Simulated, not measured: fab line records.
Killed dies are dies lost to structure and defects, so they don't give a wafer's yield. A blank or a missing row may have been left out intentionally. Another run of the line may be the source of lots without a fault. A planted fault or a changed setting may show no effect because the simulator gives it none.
fab line records + flow n5_finfet
record:
- lots: 14
- wafers: 42
- last_day: 19
route steps=1938 shown BEOL_M6@1198
lots with no fault: from the same line, run without faults
start_h: the number of hours between the record's first day and the start of the first shown wafer of the lot + wait_h: how many hours have passed since the lot's step before this one + " identical to the entry in the row above + L1.1+2: a single row standing in for several wafers + - no value, or no start was given + * or withheld: withheld + < > ~ a bound
route shown NAME@n: a module of which the file shows steps, and the number in the route of the first + usual: mean and standard deviation over wafers with no fault + same: alike in all rows + chamber/n: place in a boat + sites: each site's reading + _std_site: the standard deviation of these + _edge_site: the outer-site mean with the inner-site mean subtracted + radius_mm: for every site, how far away it sits from the centre of the wafer + mask NAME#n: copy n + behind: the most recent tool/chamber to have shaped the wafer + hold: what put the lot on hold/how long, in hours/how the hold closed + device: names the non-switching transistor (n, p or np) + end of line: at the end of the route, the tests of the same wafers + a step given without rows: its recipe and nothing more + killed: count of dies lost to structure and defects at first sort (not the wafer's yield) + map: dies across one wafer; x = killed, . = not, _ = none there
set.NAME: the run value of the setting; set.NAME@STEP: its run value at that earlier step + model.NAME: the simulator's own value behind a step, which no gauge read
one table for each step of the route and one row for each wafer, over a sample of lots
services: from which hour (start_h, from the record's first day; less than 0 if before it) a tool's chamber was out of use, for how many hours, and why
== steps ==
step: N5_BEOL_M6_HM_DEP_02
recipe:
- material: TiN
- target_thk_a: 200
- temp_c: 25
- chamber_pressure_pa: 0.49996
usual:
- chamber_pressure_pa: 0.5000/0.001
- substrate_temp_c: 24.98/0.12
- susceptor_temp_C: 25.00/0.1
- throttle_valve_pct: 29.7/1.2
| lot.wafer | tool           | chamber | start_h | wait_h | chamber_pressure_pa | substrate_temp_c | susceptor_temp_C | throttle_valve_pct |
|-----------|----------------|---------|---------|--------|---------------------|------------------|------------------|--------------------|
| L107.1    | pvd_sputter-01 | -       | 197.11  | 4.7    | 0.5008              | 24.99            | 25.04            | 30.0               |
| L107.4    | "              | -       | "       | "      | 0.5010              | 25.05            | 24.94            | 26.8               |
| L107.6    | "              | -       | "       | "      | 0.5012              | 24.85            | 25.03            | 26.9               |
| L106.1    | pvd_sputter-01 | -       | 198.79  | 0.0    | 0.4984              | 25.18            | 24.91            | 30.1               |
| L106.4    | "              | -       | "       | "      | 0.5011              | 24.94            | 24.96            | 29.8               |
| L106.6    | "              | -       | "       | "      | 0.5003              | 25.08            | 24.99            | 30.0               |
| L108.2    | pvd_sputter-02 | -       | 215.58  | 1.3    | 0.5013              | 25.01            | 25.04            | 31.5               |
| L108.4    | "              | -       | "       | "      | 0.4991              | 24.97            | 24.74            | 29.4               |
| L108.6    | "              | -       | "       | "      | 0.4999              | 25.03            | 24.81            | 29.5               |
| L109.2    | pvd_sputter-02 | -       | 238.60  | 2.0    | 0.5001              | 25.06            | 25.04            | 29.3               |
| L109.3    | "              | -       | "       | "      | 0.5008              | 24.98            | 25.04            | 31.5               |
| L109.5    | "              | -       | "       | "      | 0.4995              | 24.62            | 24.97            | 29.5               |
| L110.1    | pvd_sputter-02 | -       | 238.70  | 1.8    | 0.5007              | 25.09            | 25.21            | 29.8               |
| L110.3    | "              | -       | "       | "      | 0.4988              | 24.96            | 25.00            | 29.1               |
| L110.5    | "              | -       | "       | "      | 0.4994              | 24.97            | 25.12            | 29.2               |
| L112.1    | pvd_sputter-02 | -       | 239.86  | 0.4    | 0.5018              | 25.01            | 25.06            | 29.4               |
| L112.4    | "              | -       | "       | "      | 0.4990              | 25.03            | 24.97            | 29.7               |
| L112.5    | "              | -       | "       | "      | 0.4980              | 24.93            | 25.02            | 31.7               |
| L111.1    | pvd_sputter-03 | -       | 243.87  | 2.1    | 0.5007              | 25.06            | 25.27            | 30.1               |
| L111.2    | "              | -       | "       | "      | 0.5002              | 24.83            | 25.12            | 29.1               |
| L111.6    | "              | -       | "       | "      | 0.4993              | 24.92            | 24.94            | 28.6               |
| L113.2    | pvd_sputter-01 | -       | 247.75  | 1.3    | 0.4987              | 24.97            | 25.04            | 26.9               |
| L113.4    | "              | -       | "       | "      | 0.4998              | 24.82            | 25.04            | 30.0               |
| L113.6    | "              | -       | "       | "      | 0.4998              | 25.04            | 25.08            | 26.9               |
| L115.2    | pvd_sputter-02 | -       | 268.03  | 2.0    | 0.4996              | 24.80            | 25.05            | 29.2               |
| L115.5    | "              | -       | "       | "      | 0.5004              | 25.01            | 24.96            | 29.5               |
| L115.6    | "              | -       | "       | "      | 0.4998              | 25.03            | 24.80            | 29.6               |
| L118.2    | pvd_sputter-01 | -       | 274.09  | 2.4    | 0.5009              | 25.03            | 24.97            | 30.1               |
| L118.3    | "              | -       | "       | "      | 0.4998              | 24.97            | 24.87            | 26.8               |
| L118.4    | "              | -       | "       | "      | 0.5011              | 24.93            | 24.74            | 30.2               |
| L116.1    | pvd_sputter-01 | -       | 278.63  | 1.3    | 0.4997              | 24.89            | 25.11            | 30.1               |
| L116.3    | "              | -       | "       | "      | 0.4993              | 24.79            | 24.85            | 29.9               |
| L116.5    | "              | -       | "       | "      | 0.5010              | 24.85            | 24.99            | 30.0               |
| L123.2    | pvd_sputter-01 | -       | 310.44  | 0.1    | 0.4998              | 24.92            | 25.00            | 30.2               |
| L123.3    | "              | -       | "       | "      | 0.5006              | 24.94            | 25.00            | 26.8               |
| L123.4    | "              | -       | "       | "      | 0.5022              | 25.07            | 25.17            | 30.2               |
| L125.2    | pvd_sputter-02 | -       | 333.70  | 2.1    | 0.4996              | 24.76            | 25.02            | 29.5               |
| L125.5    | "              | -       | "       | "      | 0.5004              | 24.98            | 24.92            | 31.2               |
| L125.6    | "              | -       | "       | "      | 0.5003              | 24.94            | 25.28            | 29.4               |
| L127.3    | pvd_sputter-03 | -       | 362.24  | 1.2    | 0.4994              | 24.98            | 25.01            | 28.8               |
| L127.4    | "              | -       | "       | "      | 0.5000              | 24.97            | 25.10            | 30.1               |
| L127.5    | "              | -       | "       | "      | 0.5005              | 25.08            | 25.16            | 30.1               |
step: N5_BEOL_M6_OVL_MEAS_12
recipe:
- points_per_wafer: 44
usual:
- M6_OVL: -0.1/0.66
| lot.wafer | tool       | chamber | start_h | wait_h | M6_OVL[nm] |
|-----------|------------|---------|---------|--------|------------|
| L107.1    | overlay-01 | 0       | 197.64  | 0.0    | -0.2       |
| L107.4    | "          | 0       | "       | "      | -0.4       |
| L107.6    | "          | 0       | "       | "      | 1.2        |
| L106.1    | overlay-01 | 0       | 199.32  | 0.0    | 0.6        |
| L106.4    | "          | 0       | "       | "      | 0.6        |
| L106.6    | "          | 0       | "       | "      | 0.8        |
| L108.2    | overlay-02 | 0       | 215.99  | 0.0    | -0.4       |
| L108.4    | "          | 0       | "       | "      | -0.9       |
| L108.6    | "          | 0       | "       | "      | -0.9       |
| L109.2    | overlay-01 | 0       | 239.13  | 0.0    | -0.4       |
| L109.3    | "          | 0       | "       | "      | -0.3       |
| L109.5    | "          | 0       | "       | "      | -0.5       |
| L110.1    | overlay-02 | 0       | 239.30  | 0.0    | -0.8       |
| L110.3    | "          | 0       | "       | "      | -1.6       |
| L110.5    | "          | 0       | "       | "      | -0.3       |
| L112.1    | overlay-02 | 0       | 240.39  | 0.0    | -0.6       |
| L112.4    | "          | 0       | "       | "      | -1.3       |
| L112.5    | "          | 0       | "       | "      | -0.9       |
| L111.1    | overlay-02 | 0       | 244.27  | 0.0    | -0.2       |
| L111.2    | "          | 0       | "       | "      | -0.3       |
| L111.6    | "          | 0       | "       | "      | -0.3       |
| L113.2    | overlay-01 | 0       | 248.16  | 0.0    | 1.6        |
| L113.4    | "          | 0       | "       | "      | 1.3        |
| L113.6    | "          | 0       | "       | "      | 1.5        |
| L115.2    | overlay-02 | 0       | 268.56  | 0.0    | 0.1        |
| L115.5    | "          | 0       | "       | "      | -1.0       |
| L115.6    | "          | 0       | "       | "      | 0.6        |
| L118.2    | overlay-01 | 0       | 274.49  | 0.0    | 0.2        |
| L118.3    | "          | 0       | "       | "      | -0.1       |
| L118.4    | "          | 0       | "       | "      | -0.8       |
| L116.1    | overlay-02 | 0       | 279.26  | 0.0    | -1.0       |
| L116.3    | "          | 0       | "       | "      | -1.5       |
| L116.5    | "          | 0       | "       | "      | -0.4       |
| L123.2    | overlay-02 | 0       | 310.85  | 0.0    | -1.0       |
| L123.3    | "          | 0       | "       | "      | 0.2        |
| L123.4    | "          | 0       | "       | "      | -0.8       |
| L125.2    | overlay-01 | 0       | 334.11  | 0.0    | 0.3        |
| L125.5    | "          | 0       | "       | "      | -0.1       |
| L125.6    | "          | 0       | "       | "      | -1.3       |
| L127.3    | overlay-01 | 0       | 362.80  | 0.0    | -1.0       |
| L127.4    | "          | 0       | "       | "      | -0.2       |
| L127.5    | "          | 0       | "       | "      | -0.6       |
step: N5_BEOL_M6_HM_OPEN_17
recipe:
- chemistry: Cl2/BCl3
- target_depth_a: 200
- overetch_a: 60
- target: TiN
- mask_material: SOC
- ion_energy_ev: 150
- pressure_mtorr: 10
- icp_w: 1000
- bias_w: 126
- Cl2_flow_sccm: 53.25
- bcl3_flow_sccm: 21.75
- Ar_flow_sccm: 25
usual:
- bcl3_flow_sccm: 21.75/0.057
- bias_w: 126.0/0.36
- drypump_motor_current_A: 5.6/0.61
- oes_product_au: 0.62/0.052
- throttle_valve_pct: 22.04/0.19
| lot.wafer | tool         | chamber | start_h | wait_h | bcl3_flow_sccm | bias_w | drypump_motor_current_A | oes_product_au | rf_hours_counter_h | throttle_valve_pct |
|-----------|--------------|---------|---------|--------|----------------|--------|-------------------------|----------------|--------------------|--------------------|
| L107.1    | rie_metal-03 | 1       | 197.97  | 0.0    | 21.83          | 126.1  | 5.2                     | 0.57           | 99                 | 22.06              |
| L107.4    | "            | 1       | "       | "      | 21.75          | 125.9  | 5.2                     | 0.57           | -                  | 22.05              |
| L107.6    | "            | 0       | "       | "      | 21.71          | 125.9  | 5.0                     | 0.60           | -                  | 21.85              |
| L106.1    | rie_metal-03 | 0       | 199.66  | 0.0    | 21.72          | 126.2  | 4.9                     | 0.61           | 76                 | 21.85              |
| L106.4    | "            | 0       | "       | "      | 21.66          | 126.0  | 4.9                     | 0.61           | -                  | 21.87              |
| L106.6    | "            | 0       | "       | "      | 21.77          | 126.4  | 4.9                     | 0.61           | -                  | 21.87              |
| L108.2    | rie_metal-03 | 0       | 216.57  | 0.0    | 21.73          | 126.5  | 5.0                     | 0.61           | 77                 | 21.88              |
| L108.4    | "            | 1       | "       | "      | 21.72          | 126.2  | 5.2                     | 0.57           | -                  | 22.08              |
| L108.6    | "            | 1       | "       | "      | 21.73          | 126.1  | 5.2                     | 0.56           | -                  | 22.06              |
| L109.2    | rie_metal-02 | 0       | 239.47  | 0.0    | 21.71          | 126.2  | 6.4                     | 0.58           | 72                 | 22.30              |
| L109.3    | "            | 1       | "       | "      | 21.69          | 126.2  | 6.3                     | 0.69           | -                  | 21.83              |
| L109.5    | "            | 0       | "       | "      | 21.71          | 125.4  | 6.4                     | 0.58           | -                  | 22.31              |
| L110.1    | rie_metal-01 | 1       | 239.65  | 0.0    | 21.74          | 126.6  | 5.6                     | 0.73           | 15                 | 22.37              |
| L110.3    | "            | 0       | "       | "      | 21.72          | 126.6  | 6.2                     | 0.65           | -                  | 22.10              |
| L110.5    | "            | 0       | "       | "      | 21.73          | 126.4  | 6.2                     | 0.64           | -                  | 22.10              |
| L112.1    | rie_metal-03 | 0       | 240.73  | 0.0    | 21.79          | 125.7  | 4.9                     | 0.60           | 80                 | 21.87              |
| L112.4    | "            | 0       | "       | "      | 21.82          | 126.0  | 5.0                     | 0.60           | -                  | 21.86              |
| L112.5    | "            | 0       | "       | "      | 21.80          | 125.1  | 5.0                     | 0.60           | -                  | 21.88              |
| L111.1    | rie_metal-01 | 0       | 244.77  | 0.0    | 21.77          | 126.4  | 6.2                     | 0.65           | 55                 | 22.11              |
| L111.2    | "            | 1       | "       | "      | 21.75          | 126.0  | 5.6                     | 0.74           | 16                 | 22.37              |
| L111.6    | "            | 0       | "       | "      | 21.85          | 126.6  | 6.2                     | 0.64           | -                  | 22.11              |
| L113.2    | rie_metal-03 | 0       | 248.54  | 0.1    | 21.78          | 126.4  | 5.0                     | 0.60           | -                  | 21.88              |
| L113.4    | "            | 0       | "       | "      | 21.80          | 126.4  | 5.0                     | 0.60           | -                  | 21.87              |
| L113.6    | "            | 0       | "       | "      | 21.79          | 126.3  | 5.0                     | 0.60           | -                  | 21.87              |
| L115.2    | rie_metal-02 | 1       | 269.01  | 0.1    | 21.70          | 125.6  | 6.4                     | 0.68           | -                  | 21.82              |
| L115.5    | "            | 1       | "       | "      | 21.65          | 126.1  | 6.3                     | 0.68           | -                  | 21.83              |
| L115.6    | "            | 1       | "       | "      | 21.74          | 125.8  | 6.3                     | 0.67           | -                  | 21.83              |
| L118.2    | rie_metal-03 | 0       | 274.83  | 0.0    | 21.74          | 125.9  | 4.9                     | 0.61           | 84                 | 21.86              |
| L118.3    | "            | 1       | "       | "      | 21.76          | 125.7  | 5.2                     | 0.56           | -                  | 22.06              |
| L118.4    | "            | 0       | "       | "      | 21.72          | 125.7  | 5.0                     | 0.61           | -                  | 21.88              |
| L116.1    | rie_metal-02 | 1       | 279.81  | 0.0    | 21.85          | 125.6  | 6.3                     | 0.68           | 42                 | 21.83              |
| L116.3    | "            | 0       | "       | "      | 21.78          | 126.2  | 6.4                     | 0.59           | -                  | 22.30              |
| L116.5    | "            | 1       | "       | "      | 21.78          | 125.7  | 6.3                     | 0.69           | -                  | 21.82              |
| L123.2    | rie_metal-02 | 0       | 311.18  | 0.0    | -              | -      | -                       | -              | -                  | -                  |
| L123.3    | "            | 0       | "       | "      | -              | -      | -                       | -              | -                  | -                  |
| L123.4    | "            | 1       | "       | "      | -              | -      | -                       | -              | -                  | -                  |
| L125.2    | rie_metal-02 | 0       | 334.46  | 0.0    | -              | -      | -                       | -              | -                  | -                  |
| L125.5    | "            | 0       | "       | "      | -              | -      | -                       | -              | -                  | -                  |
| L125.6    | "            | 1       | "       | "      | -              | -      | -                       | -              | -                  | -                  |
| L127.3    | rie_metal-01 | 1       | 363.17  | 0.1    | 21.69          | 126.3  | 5.6                     | 0.71           | -                  | 22.38              |
| L127.4    | "            | 0       | "       | "      | 21.81          | 126.1  | 6.2                     | 0.63           | -                  | 22.12              |
| L127.5    | "            | 1       | "       | "      | 21.73          | 125.8  | 5.6                     | 0.71           | -                  | 22.35              |
step: N5_BEOL_M6_CD_MEAS_18
recipe:
- pitch_nm: 80
- target_cd_nm: 40
usual:
- cd_nm: 40.3/0.62
| lot.wafer | tool      | chamber | start_h | wait_h | cd_nm |
|-----------|-----------|---------|---------|--------|-------|
| L107.1    | cd_sem-01 | -       | 198.15  | 0.0    | 39.6  |
| L107.4    | "         | -       | "       | "      | 41.1  |
| L107.6    | "         | -       | "       | "      | 40.0  |
| L106.1    | cd_sem-01 | -       | 200.38  | 0.0    | 40.0  |
| L106.4    | "         | -       | "       | "      | 40.1  |
| L106.6    | "         | -       | "       | "      | 40.8  |
| L108.2    | cd_sem-01 | -       | 216.80  | 0.1    | 39.8  |
| L108.4    | "         | -       | "       | "      | 40.0  |
| L108.6    | "         | -       | "       | "      | 39.7  |
| L109.2    | cd_sem-01 | -       | 239.76  | 0.1    | 40.0  |
| L109.3    | "         | -       | "       | "      | 39.1  |
| L109.5    | "         | -       | "       | "      | 40.1  |
| L110.1    | cd_sem-03 | -       | 239.88  | 0.0    | 40.0  |
| L110.3    | "         | -       | "       | "      | 40.9  |
| L110.5    | "         | -       | "       | "      | 39.7  |
| L112.1    | cd_sem-02 | -       | 241.00  | 0.1    | 39.6  |
| L112.4    | "         | -       | "       | "      | 39.9  |
| L112.5    | "         | -       | "       | "      | 39.7  |
| L111.1    | cd_sem-01 | -       | 244.97  | 0.0    | 39.6  |
| L111.2    | "         | -       | "       | "      | 39.9  |
| L111.6    | "         | -       | "       | "      | 39.6  |
| L113.2    | cd_sem-02 | -       | 248.78  | 0.1    | 41.3  |
| L113.4    | "         | -       | "       | "      | 40.5  |
| L113.6    | "         | -       | "       | "      | 40.3  |
| L115.2    | cd_sem-01 | -       | 269.37  | 0.1    | 39.4  |
| L115.5    | "         | -       | "       | "      | 40.1  |
| L115.6    | "         | -       | "       | "      | 40.6  |
| L118.2    | cd_sem-02 | -       | 275.35  | 0.1    | 40.6  |
| L118.3    | "         | -       | "       | "      | 40.5  |
| L118.4    | "         | -       | "       | "      | 40.3  |
| L116.1    | cd_sem-03 | -       | 279.99  | 0.1    | 40.5  |
| L116.3    | "         | -       | "       | "      | 40.9  |
| L116.5    | "         | -       | "       | "      | 39.6  |
| L123.2    | cd_sem-01 | -       | 311.36  | 0.1    | -     |
| L123.3    | "         | -       | "       | "      | -     |
| L123.4    | "         | -       | "       | "      | -     |
| L125.2    | cd_sem-01 | -       | 334.64  | 0.1    | -     |
| L125.5    | "         | -       | "       | "      | -     |
| L125.6    | "         | -       | "       | "      | -     |
| L127.3    | cd_sem-03 | -       | 363.32  | 0.1    | 41.0  |
| L127.4    | "         | -       | "       | "      | 40.1  |
| L127.5    | "         | -       | "       | "      | 39.7  |
step: N5_BEOL_M6_INSPECT_30
recipe:
- mode: adi
- inspect_instrument: brightfield
usual:
- raw_defect_count: 404/96
| lot.wafer | tool              | chamber | start_h | wait_h | raw_defect_count |
|-----------|-------------------|---------|---------|--------|------------------|
| L107.1    | defect_inspect-01 | -       | 200.27  | 0.1    | 362              |
| L107.4    | "                 | -       | "       | "      | 412              |
| L107.6    | "                 | -       | "       | "      | 447              |
| L106.1    | defect_inspect-02 | -       | 202.33  | 0.1    | 390              |
| L106.4    | "                 | -       | "       | "      | 351              |
| L106.6    | "                 | -       | "       | "      | 421              |
| L108.2    | defect_inspect-01 | -       | 218.68  | 0.0    | 465              |
| L108.4    | "                 | -       | "       | "      | 461              |
| L108.6    | "                 | -       | "       | "      | 305              |
| L110.1    | defect_inspect-01 | -       | 242.85  | 0.1    | 360              |
| L110.3    | "                 | -       | "       | "      | 324              |
| L110.5    | "                 | -       | "       | "      | 353              |
| L109.2    | defect_inspect-02 | -       | 243.03  | 0.0    | 348              |
| L109.3    | "                 | -       | "       | "      | 335              |
| L109.5    | "                 | -       | "       | "      | 326              |
| L112.1    | defect_inspect-01 | -       | 243.20  | 0.1    | 348              |
| L112.4    | "                 | -       | "       | "      | 442              |
| L112.5    | "                 | -       | "       | "      | 357              |
| L111.1    | defect_inspect-01 | -       | 247.30  | 0.1    | 311              |
| L111.2    | "                 | -       | "       | "      | 349              |
| L111.6    | "                 | -       | "       | "      | 324              |
| L113.2    | defect_inspect-02 | -       | 250.14  | 0.0    | 501              |
| L113.4    | "                 | -       | "       | "      | 555              |
| L113.6    | "                 | -       | "       | "      | 699              |
| L115.2    | defect_inspect-02 | -       | 269.91  | 0.0    | 449              |
| L115.5    | "                 | -       | "       | "      | 419              |
| L115.6    | "                 | -       | "       | "      | 438              |
| L118.2    | defect_inspect-02 | -       | 278.70  | 0.0    | 259              |
| L118.3    | "                 | -       | "       | "      | 325              |
| L118.4    | "                 | -       | "       | "      | 337              |
| L116.1    | defect_inspect-02 | -       | 280.43  | 0.1    | 323              |
| L116.3    | "                 | -       | "       | "      | 360              |
| L116.5    | "                 | -       | "       | "      | 517              |
| L127.3    | defect_inspect-02 | -       | 364.31  | 0.1    | 492              |
| L127.4    | "                 | -       | "       | "      | 388              |
| L127.5    | "                 | -       | "       | "      | 278              |
== services ==
| tool         | chamber | start_h | hours | kind           |
|--------------|---------|---------|-------|----------------|
| rie_metal-03 | -       | 206.56  | 0.5   | repair         |
| rie_metal-03 | 1       | 238.12  | 25.3  | repair         |
| rie_metal-01 | 1       | 248.75  | 2.4   | repair         |
| rie_metal-01 | -       | 253.60  | 2.8   | pm             |
| rie_metal-02 | 0       | 263.05  | 10.3  | repair         |
| rie_metal-02 | -       | 267.25  | 1.4   | pm             |
| rie_metal-01 | 1       | 315.86  | 8.9   | repair         |
| rie_metal-03 | 1       | 332.44  | -     | clean          |
| rie_metal-03 | 1       | 332.44  | 16.0  | scheduled_down |
| rie_metal-03 | 1       | 332.44  | 16.0  | vent_cycle     |
== key ==
first_sign:
- step: N5_BEOL_M6_HM_OPEN_17
- reading: tool_record
- direction: missing
effect:
- step: N5_BEOL_M6_CD_MEAS_18
- reading: cd_nm
- direction: missing
met_at N5_BEOL_M6_HM_OPEN_17
struck_lots L123,L125
later_rows_left_out L123.2,L123.3,L123.4,L125.2,L125.5,L125.6
sort_left_out L123.2,L123.3,L123.4,L125.2,L125.5,L125.6
not_acting_at N5_BEOL_M6_HM_DEP_02,N5_BEOL_M6_OVL_MEAS_12,N5_BEOL_M6_INSPECT_30
onset_between 279.81 311.18
fault:
- kind: skipped_step_whole
- tool: rie_metal-02
- chamber: -
- onset_h: 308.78
- steps: N5_BEOL_M6_HM_OPEN_17
- scope: struck_lots_only
sort_left_out: the simulated sort isn't trusted on such a fault, so these wafers' sort isn't shown, and their yield isn't known
later_rows_left_out: the simulator's readings of these wafers behind a module that went badly wrong aren't trusted and aren't shown, but for the sort
